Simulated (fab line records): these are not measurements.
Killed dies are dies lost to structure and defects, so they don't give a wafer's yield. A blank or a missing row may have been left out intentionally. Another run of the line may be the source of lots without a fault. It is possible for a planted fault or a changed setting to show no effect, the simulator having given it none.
Chamber matching	flow n5_finfet	N5_DUMMY_GATE_ETCH_31 on rie_diel-05: 4 sister chambers
The step etches SiO2 in C4F6/O2, target depth 82.5 nm, time 27.5 s. 4 wafers are shown with their chamber, then 8 later ones without.

== WAFERS PAIRED WITH THEIR CHAMBERS ==
wafer	chamber	throttle_valve_pct (%)
L084.5	1	20.99
L085.1	3	21.53
L085.4	2	20.80
L087.1	0	20.95

== WAFERS WITHOUT THEIR CHAMBER ==
wafer	throttle_valve_pct (%)
L087.5	20.79
L087.6	21.53
L091.1	21.56
L091.2	20.98
L091.4	20.81
L094.1	20.99
L094.2	21.54
L094.3	20.79

== THE CHAMBER EACH PASSED THROUGH ==
wafer	from the rows above	in truth
L087.5	2	2
L087.6	3	3
L091.1	3	3
L091.2	can't be placed: 1 or 0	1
L091.4	2	2
L094.1	1	1
L094.2	3	3
L094.3	2	2
Placed correctly: 7 of 8. Cannot be placed on the basis of these rows: 1; the candidates contain the true chamber in 1. 0 placed wrongly.
How it was worked out, from the rows above alone: a wafer's distance from a chamber is the root of the sum, over the readings, of the square of ((its reading less the chamber's mean) divided by the reading's scatter). The wafer belongs to the nearest chamber; if the next one is less than 2 further off, it can't be placed. For every chamber, the mean is computed from those of its wafers that are shown. The scatter: root of mean squared gap, hidden wafer to nearest shown wafer, with one shown wafer a chamber.
